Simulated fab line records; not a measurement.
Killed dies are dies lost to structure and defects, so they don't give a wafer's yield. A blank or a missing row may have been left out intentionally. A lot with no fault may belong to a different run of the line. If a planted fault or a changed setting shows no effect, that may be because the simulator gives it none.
A lot that was struck, set against a sound lot | flow n5 finfet | 16 steps out of a route of 1938
Sound: these wafers, L645.1, L645.2, L645.6. Struck: wafer L650.6 (L650.1, L650.3, from the same lot, were not struck and are left out); the cause is given at the end.
Order at every step that has rows: each side's tool, ch and its chambers, its first start. Under that, the readings that differ: sound wafers | struck wafers | difference of the means | sigmas: that difference in standard deviations of wafers without a fault.
alike: readings whose means differ by less than 2 such deviations, and words and numbers that are the same on both sides. not compared: withheld readings, readings that some wafer has no value for, bounds like >300 that may hide the same value, and numbers for which the record gives no deviation and whose values overlap.
A row with sigmas, a row that says differs or no value, or rows on one side alone: a step with any of these is where the two part. When numbers do not overlap yet have no deviation, they are printed without sigmas and do not part them. Lack of a reading on every wafer of one side parts them only where that side has two or more wafers.

first, 1 step without rows for these wafers: N5_BEOL_M4_DEVELOP_27 (develop time 30 s).
N5_BEOL_M4_CD_MEAS_28: target cd 26.2 nm, target cd y 24.1 nm.
  sound on cd sem-01 ch 0, day 9 09:56; struck on cd sem-01 ch 0, day 10 16:43
  alike: cd nm
N5_BEOL_M4_OVL_MEAS_29:
  sound on overlay-01 ch 0, day 9 09:58; struck on overlay-02 ch 0, day 10 16:44
  alike: V3_OVL
N5_BEOL_M4_INSPECT_30: inspects for defects (brightfield).
  sound: defect inspect-02 at day 9 10:02; struck: defect inspect-01 at day 10 16:48
  alike: raw defect count
N5_BEOL_M4_DESCUM_33: chemistry O2, time 7 s.
  sound on rie diel-05 ch 0,1, day 9 11:11; struck on rie diel-06 ch 0, day 10 16:50
  reading                         | sound          | struck | difference | sigmas
  showerhead plenum p Torr (Torr) | 2.05 2.02 2.02 | 2.22   | +0.19      | +2
  alike: drypump motor current A, oes product au, rf vpp V, throttle valve pct
  not compared: rf hours counter h
N5_BEOL_M4_ETCH_77: etches underlayer in N2/H2, target depth 6.5 nm, time 5.2 s.
  sound on rie diel-05 ch 0,1, day 9 11:14; struck on rie diel-06 ch 0, day 10 16:52
  reading                         | sound          | struck | difference | sigmas
  etch rf on time s (s)           | 5.17 5.39 5.45 | 5.05   | -0.29      | -2
  showerhead plenum p Torr (Torr) | 2.49 2.46 2.46 | 2.69   | +0.22      | +2
  alike: drypump motor current A, h2 flow sccm, oes product au, rf fwd power W, rf vpp V, throttle valve pct
  not compared: rf hours counter h
then, 1 step without rows for these wafers: N5_BEOL_M4_ETCH_69 (etches SiARC in CF4, target depth 15.6 nm, time 26 s).
N5_BEOL_M4_ALD_98: deposits SiO2, target thk 2.5 nm, pulse time 1 s, co reactant pulse time 1 s.
  sound on ald sin-04 ch 0,1,3, day 9 11:39; struck on ald sin-03 ch 1, day 10 17:12
  alike: heater power w, precursor pulse height rel
N5_BEOL_M4_ETCHBACK_99: etches SiO2 in CHF3, target depth 5 nm, time 10.4 s.
  sound on rie diel-05 ch 0,1,2, day 9 14:04; struck on rie diel-05 ch 1, day 10 21:00
  alike: drypump motor current A, oes product au, rf vpp V, showerhead plenum p Torr, throttle valve pct
  not compared: rf hours counter h
N5_BEOL_M4_ETCH_70: etches SOC in N2/H2, target depth 80 nm, overetch 24 nm, time 130 s.
  sound on rie diel-05 ch 0,1,2, day 9 14:06; struck on rie diel-05 ch 1, day 10 21:02
  reading            | sound             | struck | difference | sigmas
  rf fwd power W (W) | 841.2 833.8 837.5 | 832.3  | -5.2       | -2
  alike: drypump motor current A, h2 flow sccm, oes product au, rf vpp V, showerhead plenum p Torr, throttle valve pct
  not compared: rf hours counter h
then, 2 steps without rows for these wafers: N5_BEOL_M4_STRIP_71 (strips in N2/H2); N5_BEOL_M4_STRIP_78 (strips in N2/H2).
N5_BEOL_M4_VIA_ETCH_34: etches the open film in C4F6/O2, target depth 69.4 nm, time 65.9 s.
  sound on rie diel-05 ch 0,1,2, day 9 14:12; struck on rie diel-05 ch 1, day 10 21:08
  reading                  | sound             | struck | difference | sigmas
  oes_f_703_au (a.u.)      | 0.76 0.92 0.78    | 1.15   | +0.33      | +4
  oes_o_777_au (a.u.)      | 0.76 0.93 0.77    | 1.14   | +0.32      | +4
  rf fwd power W (W)       | 347.8 346.0 348.5 | 431.3  | +83.9      | +76
  rf vpp V (V)             | 653 646 672       | 582    | -75        | -5
  model.etch.depth nm (nm) | 67.16 69.02 66.7  | 74.41  | +6.78      |
  alike: drypump motor current A, oes product au, showerhead plenum p Torr, throttle valve pct
  not compared: rf hours counter h, model.SOC_of_BEOL_M4_COAT_67.thk nm
then, 1 step without rows for these wafers: N5_BEOL_M4_STRIP_83 (strips in C4F6/O2).
N5_BEOL_M4_RC_MEAS_101:
  sound on prober-01 ch 0, day 9 18:14; struck on prober-02 ch 0, day 11 02:05
  reading       | sound          | struck | difference | sigmas
  ION_P (uA/um) | 470 479 479    | 450    | -26        | -3
  VT_P (mV)     | -244 -244 -243 | -253   | -9         | -3
  alike: DIBL_N, DIBL_P, IOFF_N, IOFF_P, ION_N, SS_N, SS_P, VT_N
following that, these wafers have no rows for 1 step: N5_PASSIVATION_PROBE_49.

## WHERE THEY PART
Last at N5_BEOL_M4_RC_MEAS_101 as far as this record goes, first at N5_BEOL_M4_DESCUM_33.

WHY: whatever the simulator had introduced
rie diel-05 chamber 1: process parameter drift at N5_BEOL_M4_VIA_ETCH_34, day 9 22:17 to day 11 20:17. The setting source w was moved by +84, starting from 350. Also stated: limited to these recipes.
